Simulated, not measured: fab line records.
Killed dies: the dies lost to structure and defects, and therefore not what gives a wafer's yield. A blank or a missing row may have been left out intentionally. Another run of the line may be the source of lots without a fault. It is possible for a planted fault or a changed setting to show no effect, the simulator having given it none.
Chamber matching + flow n5 finfet + thermal cvd si-01 running N5_HKMG_FIN_CVD_62: 3 sister chambers
The step deposits a-Si from Si2H6, target thk 3 nm, time 20.8 s. 6 wafers are shown with their chamber, then 12 later ones without.

EACH WAFER AND ITS CHAMBER
| wafer  | chamber | heater power w (W) |
|--------|---------|--------------------|
| L082.4 | 2       | 1469               |
| L084.5 | 1       | 1306               |
| L086.3 | 1       | 1312               |
| L088.1 | 0       | 1500               |
| L088.2 | 2       | 1484               |
| L088.6 | 0       | 1503               |

WAFERS MISSING THEIR CHAMBER
| wafer  | heater power w (W) |
|--------|--------------------|
| L090.3 | 1466               |
| L090.4 | 1306               |
| L090.6 | 1493               |
| L092.1 | 1471               |
| L092.2 | 1550               |
| L092.6 | 1316               |
| L094.1 | 1522               |
| L094.5 | 1537               |
| L094.6 | 1488               |
| L096.1 | 1298               |
| L096.2 | 1538               |
| L096.5 | 1452               |

WHICH CHAMBER EACH ONE RAN IN
| wafer  | from the rows above     | in truth                   |
|--------|-------------------------|----------------------------|
| L090.3 | 2                       | 2                          |
| L090.4 | 1                       | 1                          |
| L090.6 | can't be placed: 0 or 2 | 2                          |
| L092.1 | 2                       | 2                          |
| L092.2 | 0                       | 0                          |
| L092.6 | 1                       | 1                          |
| L094.1 | 0                       | 0                          |
| L094.5 | 0                       | 0                          |
| L094.6 | can't be placed: 2 or 0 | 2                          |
| L096.1 | 1                       | 1                          |
| L096.2 | 0                       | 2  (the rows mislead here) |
| L096.5 | 2                       | 2                          |
9 of 12 placed correctly. Cannot be placed on the basis of these rows: 2; the candidates contain the true chamber in 2. Placed wrongly: 1.
How it was worked out, from the rows above alone: a wafer's distance from a chamber is the root of the sum, over the readings, of the square of ((its reading less the chamber's mean) divided by the reading's scatter). The wafer belongs to the nearest chamber; if the next one is less than 2 further off, it can't be placed. The mean given for a chamber averages the wafers shown for that chamber. The scatter: the root of (the sum of the squares of (reading less its chamber's mean) over the shown wafers, divided by (wafers less chambers)).
